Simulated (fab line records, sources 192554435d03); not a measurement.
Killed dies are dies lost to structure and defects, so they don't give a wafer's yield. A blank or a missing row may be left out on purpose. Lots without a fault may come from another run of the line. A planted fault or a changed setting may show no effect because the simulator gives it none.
One fault seen from 2 desks | flow n5_finfet | each desk has only its own numbers; what lay behind them comes last

THE METROLOGY DESK
What the gauges read, lot by lot, whatever tool the lot ran on: means of the sampled wafers that have a number. A lot is out of limits, marked OUT, if its mean lies more than 4 standard deviations from the usual mean; the brackets give that distance. Of its 10 readings 7 are shown: those that lie furthest out on some lot.
Columns: A = DIBL_N at N5_BEOL_M4_RC_MEAS_101, usual 36.4 mV/V; B = DIBL_P at N5_BEOL_M4_RC_MEAS_101, usual 36.4 mV/V; C = IOFF_N at N5_BEOL_M4_RC_MEAS_101, usual 0.164 nA/um; D = IOFF_P at N5_BEOL_M4_RC_MEAS_101, usual 0.214 nA/um; E = ION_N at N5_BEOL_M4_RC_MEAS_101, usual 675 uA/um; F = ION_P at N5_BEOL_M4_RC_MEAS_101, usual 463 uA/um; G = VT_P at N5_BEOL_M4_RC_MEAS_101, usual -250.1 mV
lot  | first seen here | A    | B    | C     | D     | E   | F   | G
L469 | day 9 03:22     | 38.5 | 35.9 | 0.188 | 0.220 | 688 | 465 | -249.4
L472 | day 9 21:38     | 35.3 | 37.4 | 0.147 | 0.224 | 664 | 464 | -247.8
L475 | day 10 18:52    | 35.8 | 36.0 | 0.174 | 0.241 | 681 | 470 | -247.7
L478 | day 11 03:47    | 37.1 | 38.8 | 0.187 | 0.239 | 675 | 466 | -247.2
This desk's finding: nothing out of limits on any of the 4 lots.

THE TOOL OWNER'S DESK: epi_rpcvd-01
The tool's own readings at N5_PMOS_HMC_CHANNEL_EPI_EPI_26 (deposits Si from SiH4/H2, target thk 3.8 nm, time 22.7 s): means of the sampled wafers that have a number, for each lot that ran on this tool. A lot is out of limits, marked OUT, if its mean lies more than 4 standard deviations from the usual mean; the brackets give that distance.
Columns: A = susceptor_temp_C at N5_PMOS_HMC_CHANNEL_EPI_EPI_26, usual 650.0 C; B = throttle_valve_pct at N5_PMOS_HMC_CHANNEL_EPI_EPI_26, usual 11.70 %
lot  | first seen here | A     | B
L469 | day 3 01:50     | 649.8 | 12.02
L472 | day 3 19:55     | 650.0 | 11.84
L475 | day 4 14:13     | 650.1 | 11.87
This desk's finding: nothing out of limits on any of the 3 lots.

PUT TOGETHER
The metrology desk saw nothing out of limits.
The tool owner's desk saw nothing out of limits.

WHAT THE SIMULATOR HAD PUT IN
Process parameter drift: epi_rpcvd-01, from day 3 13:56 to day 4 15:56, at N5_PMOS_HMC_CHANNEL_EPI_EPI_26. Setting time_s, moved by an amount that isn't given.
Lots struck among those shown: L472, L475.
